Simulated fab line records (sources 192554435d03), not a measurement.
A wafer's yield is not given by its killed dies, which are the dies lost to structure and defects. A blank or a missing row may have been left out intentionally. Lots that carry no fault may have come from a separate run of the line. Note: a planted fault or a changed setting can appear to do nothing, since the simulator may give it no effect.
Chamber matching ; flow n5 finfet ; 3 sister chambers for N5_GATE_CUT_DESCUM_18 on rie diel-04
The step chemistry O2, time 7 s. 14 wafers are shown with their chamber, then 5 later ones without.

== EACH WAFER AND ITS CHAMBER ==
wafer;chamber;showerhead plenum p Torr (Torr);rf vpp V (V);oes product au (a.u.)
L076.1;0;2.07;241.8;0.68
L076.2;1;2.07;242.8;0.73
L076.3;1;2.07;244.1;0.74
L077.2;3;2.14;243.5;0.96
L077.3;1;2.06;242.7;0.72
L077.6;3;2.14;243.6;0.95
L080.2;1;2.06;242.9;0.73
L080.3;3;2.14;243.2;0.95
L080.6;3;2.14;244.0;0.94
L086.1;3;2.14;245.4;0.90
L086.3;0;2.06;242.1;0.94
L086.4;1;2.06;243.0;0.71
L087.2;3;2.14;243.6;0.89
L087.5;1;2.06;243.2;0.71

SIGNATURES (averages over the wafers above)
reading;chamber 0;chamber 1;chamber 3;scatter within a chamber
showerhead plenum p Torr;2.0650;2.0633;2.1400;0.00408
rf vpp V;241.950;243.117;243.883;0.635
oes product au;0.8100;0.7233;0.9317;0.0594
Rule: for each reading, subtract the chamber's mean from the wafer's reading, divide by that reading's scatter and square the result; add these up over the readings and take the root, which gives the wafer's distance from the chamber. The wafer belongs to the nearest chamber; if the next one is less than 2 further off, it can't be placed. How the scatter is found: for the shown wafers, subtract from each reading the mean of its chamber, square and add these, divide the total by (wafers less chambers), then take the root.

== WAFERS WITH NO CHAMBER GIVEN ==
wafer;showerhead plenum p Torr (Torr);rf vpp V (V);oes product au (a.u.)
L088.1;2.06;242.5;0.71
L088.2;2.14;244.0;0.90
L088.6;2.06;241.6;0.94
L090.4;2.06;242.8;0.71
L090.6;2.06;240.7;0.94

== THE CHAMBER EACH PASSED THROUGH ==
wafer;from the rows above;in truth
L088.1;can't be placed: 1 or 0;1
L088.2;3;3
L088.6;can't be placed: 0 or 1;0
L090.4;can't be placed: 1 or 0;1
L090.6;0;0
Placed correctly: 2 of 5. These rows do not allow placing 3 (true chamber among the candidates in 3). Placed wrongly: 0.
